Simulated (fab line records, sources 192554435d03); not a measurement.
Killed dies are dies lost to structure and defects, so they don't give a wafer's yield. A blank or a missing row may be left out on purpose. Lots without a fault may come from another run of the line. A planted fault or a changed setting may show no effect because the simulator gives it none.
Chamber matching | flow n5_finfet | N5_BEOL_M6_STRIP_67 on rie_diel-04: 4 sister chambers
The step strips in CF4. 14 wafers are shown with their chamber, then 7 later ones without.

WAFERS WITH THEIR CHAMBER
wafer  | chamber | showerhead_plenum_p_Torr (Torr) | drypump_motor_current_A (A) | throttle_valve_pct (%)
L077.1 | 2       | 1.74                            | 5.9                         | 13.51
L077.3 | 1       | 1.76                            | 6.0                         | 13.37
L077.5 | 1       | 1.76                            | 6.0                         | 13.36
L076.2 | 2       | 1.74                            | 5.8                         | 13.53
L076.4 | 1       | 1.76                            | 6.0                         | 13.39
L076.6 | 2       | 1.74                            | 5.8                         | 13.54
L082.1 | 3       | 1.89                            | 6.0                         | 13.47
L082.4 | 1       | 1.76                            | 5.9                         | 13.39
L082.6 | 1       | 1.76                            | 5.9                         | 13.42
L087.2 | 0       | 1.76                            | 6.6                         | 13.33
L087.5 | 2       | 1.73                            | 5.8                         | 13.60
L087.6 | 1       | 1.75                            | 5.9                         | 13.44
L089.2 | 3       | 1.89                            | 6.0                         | 13.52
L089.3 | 1       | 1.75                            | 5.9                         | 13.46

SIGNATURES (means of the wafers above)
reading                  | chamber 0 | chamber 1 | chamber 2 | chamber 3 | scatter within a chamber
showerhead_plenum_p_Torr | 1.7600    | 1.7571    | 1.7375    | 1.8900    | 0.00467
drypump_motor_current_A  | 6.600     | 5.943     | 5.825     | 6.000     | 0.0496
throttle_valve_pct       | 13.3300   | 13.4043   | 13.5450   | 13.4950   | 0.0373
Rule: a wafer's distance from a chamber is the root of the sum, over the readings, of the square of ((its reading less the chamber's mean) divided by the reading's scatter). The wafer belongs to the nearest chamber; if the next one is less than 2 further off, it can't be placed. The scatter: the root of (the sum of the squares of (reading less its chamber's mean) over the shown wafers, divided by (wafers less chambers)).

WAFERS WITHOUT THEIR CHAMBER
wafer  | showerhead_plenum_p_Torr (Torr) | drypump_motor_current_A (A) | throttle_valve_pct (%)
L089.6 | 1.76                            | 6.5                         | 13.36
L091.4 | 1.76                            | 6.5                         | 13.36
L091.5 | 1.76                            | 6.5                         | 13.36
L091.6 | 1.89                            | 6.0                         | 13.53
L097.1 | 1.73                            | 5.8                         | 13.63
L097.4 | 1.76                            | 6.5                         | 13.40
L097.5 | 1.75                            | 6.0                         | 13.49

WHICH CHAMBER EACH WENT THROUGH
wafer  | from the rows above     | in truth
L089.6 | 0                       | 0
L091.4 | 0                       | 0
L091.5 | 0                       | 0
L091.6 | 3                       | 3
L097.1 | 2                       | 2
L097.4 | 0                       | 0
L097.5 | can't be placed: 1 or 2 | 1
Placed correctly: 6 of 7. Can't be placed from these rows: 1 (the true chamber is among the candidates in 1). Placed wrongly: 0.
